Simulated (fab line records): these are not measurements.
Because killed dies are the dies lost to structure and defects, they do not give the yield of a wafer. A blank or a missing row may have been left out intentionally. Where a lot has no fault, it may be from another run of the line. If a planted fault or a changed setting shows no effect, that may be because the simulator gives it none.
Which tool was responsible? | flow nandHarc | Sampling: 23 lots, 69 wafers, 6 of 1159 route steps

== WHAT EACH GAUGE READ, for each wafer ==
NHARC_P_M1_CD_MEAS_09: target cd 130 nm. Usual: cdNm at 130.0 nm, with a standard deviation of 0.47.
lot  | measured     | on       | cdNm (nm)         | flag
L074 | day 5 23:18  | cdSem-02 | 129.3 129.1 129.9 | 
L077 | day 6 16:18  | cdSem-03 | 130.2 129.8 130.2 | 
L076 | day 6 20:48  | cdSem-01 | 129.6 129.7 129.5 | 
L075 | day 6 21:52  | cdSem-03 | 130.2 130.0 130.3 | 
L078 | day 7 00:01  | cdSem-03 | 130.2 130.1 130.4 | 
L079 | day 7 06:07  | cdSem-02 | 129.5 130.0 130.4 | 
L080 | day 7 06:52  | cdSem-03 | 130.3 130.4 130.0 | 
L082 | day 7 17:38  | cdSem-03 | 130.6 131.5 130.9 | 
L081 | day 7 19:04  | cdSem-02 | 130.1 130.4 130.2 | 
L084 | day 8 05:19  | cdSem-02 | 129.8 129.4 129.2 | 
L083 | day 8 07:58  | cdSem-03 | 130.1 129.5 129.9 | 
L086 | day 9 09:41  | cdSem-03 | 130.3 130.2 130.9 | 
L087 | day 9 10:01  | cdSem-01 | 130.0 130.3 129.4 | 
L089 | day 9 16:32  | cdSem-02 | 130.9 130.3 130.7 | 
L088 | day 9 17:09  | cdSem-01 | 129.7 129.9 130.2 | 
L090 | day 9 23:58  | cdSem-02 | 130.0 129.9 130.6 | 
L092 | day 10 06:48 | cdSem-01 | 129.6 129.9 130.0 | 
L091 | day 10 07:16 | cdSem-01 | 130.2 130.1 129.3 | 
L093 | day 10 21:32 | cdSem-03 | 130.1 130.2 130.1 | 
L094 | day 10 22:07 | cdSem-02 | 130.2 130.4 130.5 | 
L095 | day 11 05:13 | cdSem-01 | 129.7 130.1 129.6 | 
L096 | day 11 15:13 | cdSem-01 | 130.6 131.0 130.4 | 
L097 | day 11 15:52 | cdSem-01 | 129.1 128.8 129.3 | 

NHARC_P_M1_THK_MEAS_24: measures by xrf. Usual: thkNm at 158.5 nm, with a standard deviation of 1.4.
lot  | measured     | on           | thkNm (nm)        | flag
L074 | day 6 01:58  | filmMetro-01 | 158.1 158.0 159.1 | 
L077 | day 6 18:55  | filmMetro-02 | 158.9 159.4 159.0 | 
L076 | day 6 23:29  | filmMetro-01 | 156.1 160.1 157.4 | 
L075 | day 7 00:32  | filmMetro-01 | 156.8 158.5 159.3 | 
L078 | day 7 02:38  | filmMetro-01 | 159.3 157.4 159.6 | 
L079 | day 7 08:48  | filmMetro-01 | 158.9 161.1 160.2 | 
L080 | day 7 09:31  | filmMetro-01 | 156.6 159.8 158.1 | 
L082 | day 7 20:16  | filmMetro-01 | 159.7 155.7 159.0 | 
L081 | day 7 21:40  | filmMetro-01 | 157.4 158.9 156.5 | 
L084 | day 8 07:56  | filmMetro-02 | 156.9 156.4 161.1 | 
L083 | day 8 10:35  | filmMetro-02 | 159.2 158.8 158.5 | 
L086 | day 9 12:19  | filmMetro-02 | 160.2 159.6 157.8 | 
L087 | day 9 12:38  | filmMetro-02 | 158.4 157.7 158.4 | 
L089 | day 9 19:10  | filmMetro-02 | 157.6 158.5 157.1 | 
L088 | day 9 19:47  | filmMetro-01 | 158.3 157.4 158.7 | 
L090 | day 10 02:37 | filmMetro-02 | 159.8 158.7 159.1 | 
L092 | day 10 09:26 | filmMetro-02 | 158.7 157.9 159.7 | 
L091 | day 10 10:10 | filmMetro-01 | 157.3 159.4 160.0 | 
L093 | day 11 00:11 | filmMetro-02 | 156.3 153.8 158.6 | 
L094 | day 11 00:54 | filmMetro-02 | 157.7 156.9 158.8 | 
L095 | day 11 08:12 | filmMetro-02 | 159.2 159.1 158.4 | 
L096 | day 11 17:49 | filmMetro-01 | 158.4 159.0 156.6 | 
L097 | day 11 18:31 | filmMetro-02 | 161.0 159.2 161.0 | 

== WHAT TOOL EACH LOT RAN ON (gives the tool, then ch and the chambers of the sampled wafers, and finally the start) ==
lot  | NHARC_P_GATE_HM_OPEN_105                     | NHARC_P_CONTACT_DESCUM_17         | NHARC_P_M1_STRIP_18               | NHARC_P_M1_CMP_23
L074 | rieDiel-07 ch 0,1, day 5 15:15 or earlier    | rieDiel-06 ch 0,1,2, day 5 15:15  | rieDiel-11 ch 0,2,3, day 5 23:56  | cmp-01 ch 1,3, day 6 01:40
L077 | rieDiel-04 ch 0,1,2, day 6 07:07 or earlier  | rieDiel-09 ch 0,3, day 6 07:07    | rieDiel-11 ch 0,2,3, day 6 16:55  | cmp-01 ch 2,3, day 6 18:37
L076 | rieDiel-07 ch 2,3, day 6 07:23 or earlier    | rieDiel-06 ch 0,2,3, day 6 07:23  | rieDiel-02 ch 0,1,2, day 6 21:26  | cmp-03 ch 1,2,3, day 6 23:14
L075 | rieDiel-08 ch 2,3, day 6 12:49 or earlier    | rieDiel-09 ch 0,3, day 6 12:49    | rieDiel-11 ch 0,1, day 6 22:28    | cmp-03 ch 0,1,2, day 7 00:16
L078 | rieDiel-04 ch 1,2, day 6 13:27 or earlier    | rieDiel-09 ch 0,1, day 6 13:27    | rieDiel-02 ch 0,1,2, day 7 00:35  | cmp-01 ch 0,1,2, day 7 02:19
L079 | rieDiel-08 ch 1,3, day 6 22:04 or earlier    | rieDiel-09 ch 2,3, day 6 22:04    | rieDiel-03 ch 1,3, day 7 06:44    | cmp-01 ch 0,2,3, day 7 08:32
L080 | rieDiel-08 ch 1,2,3, day 6 22:35 or earlier  | rieDiel-06 ch 0,1,3, day 6 22:35  | rieDiel-03 ch 1,2,3, day 7 07:26  | cmp-03 ch 1,2,3, day 7 09:11
L082 | rieDiel-07 ch 1,3, day 7 08:28 or earlier    | rieDiel-06 ch 2,3, day 7 08:28    | rieDiel-03 ch 0,1, day 7 18:14    | cmp-01 ch 1,2, day 7 19:58
L081 | rieDiel-04 ch 0,1,3, day 7 09:08 or earlier  | rieDiel-06 ch 0,2,3, day 7 09:08  | rieDiel-03 ch 0,1, day 7 19:38    | cmp-02 ch 0,3, day 7 21:22
L084 | rieDiel-04 ch 1,2, day 7 18:29 or earlier    | rieDiel-09 ch 1,2, day 7 18:29    | rieDiel-03 ch 0,1, day 8 05:53    | cmp-01 ch 1,3, day 8 07:37
L083 | rieDiel-07 ch 1,3, day 7 19:21 or earlier    | rieDiel-09 ch 1,2, day 7 19:21    | rieDiel-02 ch 0,2,3, day 8 08:32  | cmp-01 ch 1,2,3, day 8 10:18
L086 | rieDiel-07 ch 0,1,3, day 8 22:52 or earlier  | rieDiel-06 ch 0,1,2, day 8 22:52  | rieDiel-02 ch 1,2,3, day 9 10:16  | cmp-03 ch 0,2,3, day 9 12:00
L087 | rieDiel-07 ch 0,1,2, day 9 00:14 or earlier  | rieDiel-06 ch 0,2, day 9 00:14    | rieDiel-11 ch 0,1,3, day 9 10:35  | cmp-01 ch 0,2, day 9 12:20
L089 | rieDiel-08 ch 1,3, day 9 06:47 or earlier    | rieDiel-06 ch 1,3, day 9 06:47    | rieDiel-02 ch 0,1, day 9 17:07    | cmp-03 ch 0,1,3, day 9 18:54
L088 | rieDiel-07 ch 1,2, day 9 07:05 or earlier    | rieDiel-09 ch 0,1,2, day 9 07:05  | rieDiel-02 ch 1,2,3, day 9 17:43  | cmp-01 ch 0,1,2, day 9 19:28
L090 | rieDiel-08 ch 0,1,3, day 9 13:13 or earlier  | rieDiel-06 ch 1,3, day 9 13:13    | rieDiel-11 ch 0,1, day 10 00:32   | cmp-03 ch 0,2, day 10 02:18
L092 | rieDiel-04 ch 0,1, day 9 19:44 or earlier    | rieDiel-01 ch 1,3, day 9 19:44    | rieDiel-02 ch 0,1,3, day 10 07:25 | cmp-01 ch 0,2, day 10 09:07
L091 | rieDiel-07 ch 0,2, day 9 20:16 or earlier    | rieDiel-06 ch 0,1, day 9 20:16    | rieDiel-11 ch 0,1, day 10 08:10   | cmp-01 ch 0,2, day 10 09:53
L093 | rieDiel-07 ch 1,2,3, day 10 13:30 or earlier | rieDiel-06 ch 1,2,3, day 10 13:30 | rieDiel-02 ch 0,1,3, day 10 22:10 | cmp-01 ch 0,1,3, day 10 23:54
L094 | rieDiel-07 ch 1,2,3, day 10 13:55 or earlier | rieDiel-09 ch 0,1, day 10 13:55   | rieDiel-11 ch 0,1,2, day 10 22:50 | cmp-01 ch 0,1,3, day 11 00:38
L095 | rieDiel-07 ch 0,2,3, day 10 21:14 or earlier | rieDiel-09 ch 2,3, day 10 21:14   | rieDiel-11 ch 0,1, day 11 05:47   | cmp-01 ch 0,3, day 11 07:55
L096 | rieDiel-07 ch 0,1,2, day 11 05:35 or earlier | rieDiel-01 ch 0,1, day 11 05:35   | rieDiel-03 ch 0,2,3, day 11 15:50 | cmp-02 ch 2,3, day 11 17:29
L097 | rieDiel-04 ch 0,1,3, day 11 06:47 or earlier | rieDiel-09 ch 0,1,3, day 11 06:47 | rieDiel-02 ch 0,2, day 11 16:28   | cmp-01 ch 0,2, day 11 18:12
- NHARC_P_GATE_HM_OPEN_105: chemistry O2/COS, target depth 360 nm.
- NHARC_P_CONTACT_DESCUM_17: chemistry O2, time 3 s.
- NHARC_P_M1_STRIP_18: strips in N2/H2.
- NHARC_P_M1_CMP_23: polishes, t overpolish 20 s, target thk 157.82 nm.

== WHAT THE TOOLS THEMSELVES READ (means of the sampled wafers that have a number; where no wafer has one, the mark that the record gives instead) ==
NHARC_P_GATE_HM_OPEN_105. Usual: chamberPressureMTorr 19.998 mTorr, standard deviation 0.018; drypumpMotorCurrentA 5.4 A, standard deviation 0.5; oesProductAu 0.999 a.u., standard deviation 0.0081; rfVppV 467.4 V, standard deviation 2.8; showerheadPlenumPTorr 3.13 Torr, standard deviation 0.12; throttleValvePct 28.332 %, standard deviation 0.0092.
lot  | tool       | chamberPressureMTorr (mTorr) | drypumpMotorCurrentA (A) | oesProductAu (a.u.) | rfVppV (V) | showerheadPlenumPTorr (Torr) | throttleValvePct (%) | flag
L074 | rieDiel-07 | 19.999                       | 5.2                      | 1.000               | 470.4      | 3.25                         | 28.336               | 
L077 | rieDiel-04 | 19.998                       | 5.5                      | 0.994               | 467.9      | 3.16                         | 28.330               | 
L076 | rieDiel-07 | 19.979                       | 5.0                      | 1.004               | 468.0      | 3.16                         | 28.331               | 
L075 | rieDiel-08 | 19.996                       | 5.4                      | 1.004               | 463.1      | 2.93                         | 28.326               | 
L078 | rieDiel-04 | 19.984                       | 5.3                      | 0.990               | 467.3      | 3.13                         | 28.328               | 
L079 | rieDiel-08 | 19.995                       | 5.8                      | 0.999               | 464.6      | 2.99                         | 28.323               | 
L080 | rieDiel-08 | 19.980                       | 5.7                      | 1.003               | 463.6      | 2.96                         | 28.329               | 
L082 | rieDiel-07 | 20.010                       | 5.0                      | 0.997               | 467.4      | 3.12                         | 28.333               | 
L081 | rieDiel-04 | 20.003                       | 5.9                      | 0.995               | 467.9      | 3.12                         | 28.332               | 
L084 | rieDiel-04 | 19.977                       | 5.1                      | 1.001               | 467.3      | 3.12                         | 28.334               | 
L083 | rieDiel-07 | 19.990                       | 5.0                      | 1.004               | 468.9      | 3.20                         | 28.344               | 
L086 | rieDiel-07 | 19.995                       | 5.1                      | 0.998               | 467.8      | 3.18                         | 28.326               | 
L087 | rieDiel-07 | 20.000                       | 5.1                      | 0.995               | 469.8      | 3.24                         | 28.317               | 
L089 | rieDiel-08 | 19.986                       | 6.1                      | 1.008               | 463.9      | 3.01                         | 28.341               | 
L088 | rieDiel-07 | 20.005                       | 5.0                      | 1.004               | 470.2      | 3.24                         | 28.336               | 
L090 | rieDiel-08 | 20.015                       | 5.9                      | 1.003               | 463.1      | 2.97                         | 28.329               | 
L092 | rieDiel-04 | 20.002                       | 5.3                      | 0.999               | 468.0      | 3.14                         | 28.334               | 
L091 | rieDiel-07 | 20.013                       | 5.1                      | 0.996               | 469.7      | 3.22                         | 28.332               | 
L093 | rieDiel-07 | 19.981                       | 5.0                      | 1.003               | 468.0      | 3.17                         | 28.335               | 
L094 | rieDiel-07 | 19.995                       | 5.0                      | 1.001               | 468.2      | 3.17                         | 28.333               | 
L095 | rieDiel-07 | 20.007                       | 5.1                      | 0.989               | 468.1      | 3.16                         | 28.330               | 
L096 | rieDiel-07 | 19.996                       | 5.1                      | 0.995               | 469.8      | 3.23                         | 28.323               | 
L097 | rieDiel-04 | 20.004                       | 5.9                      | 1.001               | 466.8      | 3.10                         | 28.330               | 

NHARC_P_CONTACT_DESCUM_17. Usual: chamberPressureMTorr 60.01 mTorr, standard deviation 0.049; drypumpMotorCurrentA 5.6 A, standard deviation 0.48; oesProductAu 1.001 a.u., standard deviation 0.0076; rfVppV 57.8 V, standard deviation 0.89; showerheadPlenumPTorr 1.92 Torr, standard deviation 0.063; throttleValvePct 11.311 %, standard deviation 0.0091.
lot  | tool       | chamberPressureMTorr (mTorr) | drypumpMotorCurrentA (A) | oesProductAu (a.u.) | rfVppV (V) | showerheadPlenumPTorr (Torr) | throttleValvePct (%) | flag
L074 | rieDiel-06 | 60.04                        | 5.6                      | 0.991               | 57.6       | 1.90                         | 11.316               | 
L077 | rieDiel-09 | 60.00                        | 5.2                      | 0.998               | 58.0       | 2.00                         | 11.315               | 
L076 | rieDiel-06 | 59.99                        | 5.6                      | 1.007               | 57.5       | 1.88                         | 11.307               | 
L075 | rieDiel-09 | 60.00                        | 5.2                      | 1.001               | 59.0       | 2.00                         | 11.303               | 
L078 | rieDiel-09 | 60.02                        | 5.1                      | 1.001               | 58.2       | 1.98                         | 11.312               | 
L079 | rieDiel-09 | 60.02                        | 6.1                      | 0.999               | 57.7       | 1.87                         | 11.310               | 
L080 | rieDiel-06 | 60.02                        | 5.9                      | 1.005               | 56.7       | 1.88                         | 11.311               | 
L082 | rieDiel-06 | 60.02                        | 5.3                      | 1.000               | 58.4       | 1.90                         | 11.301               | 
L081 | rieDiel-06 | 60.01                        | 5.6                      | 0.997               | 57.9       | 1.88                         | 11.311               | 
L084 | rieDiel-09 | 60.03                        | 5.6                      | 1.005               | 57.3       | 1.91                         | 11.319               | 
L083 | rieDiel-09 | 60.00                        | 5.6                      | 1.006               | 58.2       | 1.91                         | 11.316               | 
L086 | rieDiel-06 | 60.05                        | 5.6                      | 0.997               | 58.1       | 1.90                         | 11.314               | 
L087 | rieDiel-06 | 60.03                        | 5.6                      | 1.006               | 57.3       | 1.89                         | 11.308               | 
L089 | rieDiel-06 | 60.00                        | 6.0                      | 1.015               | 56.9       | 1.87                         | 11.312               | 
L088 | rieDiel-09 | 59.96                        | 5.6                      | 0.997               | 58.6       | 1.94                         | 11.303               | 
L090 | rieDiel-06 | 59.99                        | 6.0                      | 1.000               | 57.1       | 1.90                         | 11.301               | 
L092 | rieDiel-01 | 60.01                        | 5.3                      | 1.000               | 58.2       | 1.94                         | 11.318               | 
L091 | rieDiel-06 | 60.02                        | 5.9                      | 0.995               | 57.3       | 1.90                         | 11.316               | 
L093 | rieDiel-06 | 60.03                        | 5.7                      | 0.992               | 57.4       | 1.90                         | 11.312               | 
L094 | rieDiel-09 | 60.01                        | 5.1                      | 0.998               | 58.6       | 2.00                         | 11.313               | 
L095 | rieDiel-09 | 60.05                        | 5.8                      | 0.996               | 56.9       | 1.90                         | 11.324               | 
L096 | rieDiel-01 | 60.01                        | 5.7                      | 0.989               | 57.9       | 1.94                         | 11.309               | 
L097 | rieDiel-09 | 59.98                        | 5.2                      | 1.005               | 58.1       | 1.96                         | 11.320               | 

NHARC_P_M1_STRIP_18. Usual: for chamberPressureMTorr, 30.000 mTorr with a standard deviation of 0.028; for drypumpMotorCurrentA, 6.02 A with a standard deviation of 0.29; for h2FlowSccm, 150.0 sccm with a standard deviation of 0.44; for oesProductAu, 0.997 a.u. with a standard deviation of 0.0084; for rfVppV, 90.7 V with a standard deviation of 1.1; for showerheadPlenumPTorr, 2.06 Torr with a standard deviation of 0.073; for throttleValvePct, 14.171 % with a standard deviation of 0.0094.
lot  | tool       | chamberPressureMTorr (mTorr) | drypumpMotorCurrentA (A) | h2FlowSccm (sccm) | oesProductAu (a.u.) | rfVppV (V) | showerheadPlenumPTorr (Torr) | throttleValvePct (%) | flag
L074 | rieDiel-11 | 30.018                       | 6.00                     | 150.3             | 0.999               | 90.7       | 2.10                         | 14.163               | 
L077 | rieDiel-11 | 30.012                       | 6.01                     | 150.2             | 1.004               | 91.8       | 2.10                         | 14.165               | 
L076 | rieDiel-02 | 30.000                       | 5.79                     | 150.3             | 1.003               | 90.5       | 2.08                         | 14.169               | 
L075 | rieDiel-11 | 30.002                       | 6.15                     | 150.0             | 1.006               | 90.2       | 2.00                         | 14.172               | 
L078 | rieDiel-02 | 30.007                       | 5.79                     | 150.0             | 0.999               | 89.7       | 2.08                         | 14.158               | 
L079 | rieDiel-03 | 30.040                       | 6.07                     | 149.9             | 1.007               | 92.0       | 2.16                         | 14.170               | 
L080 | rieDiel-03 | 30.004                       | 6.09                     | 150.4             | 1.001               | 91.5       | 2.13                         | 14.177               | 
L082 | rieDiel-03 | 30.007                       | 5.84                     | 150.3             | 0.999               | 91.8       | 2.05                         | 14.165               | 
L081 | rieDiel-03 | 29.980                       | 6.00                     | 150.0             | 1.005               | 91.3       | 2.07                         | 14.170               | 
L084 | rieDiel-03 | 29.998                       | 5.86                     | 150.0             | 1.000               | 91.2       | 2.05                         | 14.164               | 
L083 | rieDiel-02 | 29.969                       | 5.95                     | 150.1             | 0.991               | 90.5       | 2.03                         | 14.180               | 
L086 | rieDiel-02 | 29.972                       | 6.09                     | 149.6             | 1.002               | 90.8       | 2.06                         | 14.171               | 
L087 | rieDiel-11 | 30.015                       | 6.12                     | 149.8             | 0.995               | 90.1       | 2.03                         | 14.172               | 
L089 | rieDiel-02 | 29.976                       | 5.86                     | 149.9             | 0.986               | 90.8       | 2.05                         | 14.175               | 
L088 | rieDiel-02 | 30.000                       | 6.09                     | 149.8             | 0.987               | 90.4       | 2.06                         | 14.166               | 
L090 | rieDiel-11 | 30.006                       | 6.19                     | 149.6             | 0.994               | 90.0       | 1.97                         | 14.159               | 
L092 | rieDiel-02 | 30.004                       | 6.17                     | 150.0             | 0.992               | 90.7       | 2.03                         | 14.172               | 
L091 | rieDiel-11 | 30.014                       | 6.15                     | 150.4             | 0.984               | 90.8       | 2.00                         | 14.172               | 
L093 | rieDiel-02 | 29.990                       | 6.17                     | 150.1             | 0.995               | 90.3       | 2.03                         | 14.169               | 
L094 | rieDiel-11 | 29.995                       | 6.06                     | 149.8             | 0.992               | 90.0       | 2.04                         | 14.185               | 
L095 | rieDiel-11 | 29.991                       | 6.15                     | 150.0             | 0.993               | 90.6       | 2.00                         | 14.172               | 
L096 | rieDiel-03 | 30.011                       | 5.91                     | 150.0             | 0.989               | 90.5       | 2.11                         | 14.174               | 
L097 | rieDiel-02 | 29.981                       | 5.60                     | 150.2             | 1.004               | 90.1       | 2.09                         | 14.171               | 

NHARC_P_M1_CMP_23. Usual: motorCurrentA 12.6 A, standard deviation 1.3; retainingRingPressureFrac 1.000, standard deviation 0.0052; timeToEndpointS 30.0 s, standard deviation 1.9.
lot  | tool   | motorCurrentA (A) | retainingRingPressureFrac | timeToEndpointS (s) | flag
L074 | cmp-01 | 11.3              | 0.999                     | 29.9                | 
L077 | cmp-01 | 12.6              | 0.998                     | 30.4                | 
L076 | cmp-03 | 12.9              | 1.003                     | 27.0                | 
L075 | cmp-03 | 11.3              | 1.001                     | 28.0                | 
L078 | cmp-01 | 13.4              | 1.001                     | 29.2                | 
L079 | cmp-01 | 13.1              | 1.000                     | 29.9                | 
L080 | cmp-03 | 12.4              | 1.000                     | 28.8                | 
L082 | cmp-01 | 12.6              | 0.998                     | 30.4                | 
L081 | cmp-02 | 12.8              | 0.994                     | 32.1                | 
L084 | cmp-01 | 11.5              | 1.001                     | 31.4                | 
L083 | cmp-01 | 11.8              | 1.001                     | 30.9                | 
L086 | cmp-03 | 12.6              | 0.997                     | 27.7                | 
L087 | cmp-01 | 13.8              | 1.000                     | 29.2                | 
L089 | cmp-03 | 11.6              | 1.001                     | 30.1                | 
L088 | cmp-01 | 13.5              | 1.005                     | 30.8                | 
L090 | cmp-03 | 12.0              | 1.002                     | 32.4                | 
L092 | cmp-01 | 13.6              | 1.000                     | 28.8                | 
L091 | cmp-01 | 13.5              | 1.006                     | 29.5                | 
L093 | cmp-01 | 12.7              | 1.006                     | 29.8                | 
L094 | cmp-01 | 12.8              | 1.002                     | 28.0                | 
L095 | cmp-01 | 13.8              | 1.001                     | 30.9                | 
L096 | cmp-02 | 12.1              | 0.999                     | 29.8                | 
L097 | cmp-01 | 14.1              | 0.999                     | 30.8                | 

== THE ANSWER, worked out from the rows above alone ==
Rule: a lot is off if the mean of its wafers that have a number lies more than 3 standard deviations from the usual mean. Also off: a lot with no number at a reading for which 4 or more lots have one. Any other lot the step has rows for is counted as sound. Order of review: gauges by route order, followed by the tools' own readings, for which a lot's mean as printed above is used. The first step at which some lot is off is used, and at that step the reading that is off furthest; a lot without a number counts as furthest.
Across all readings shown, no lot is off: no conclusion can be drawn from this.

== WHAT WAS PUT IN BY THE SIMULATOR ==
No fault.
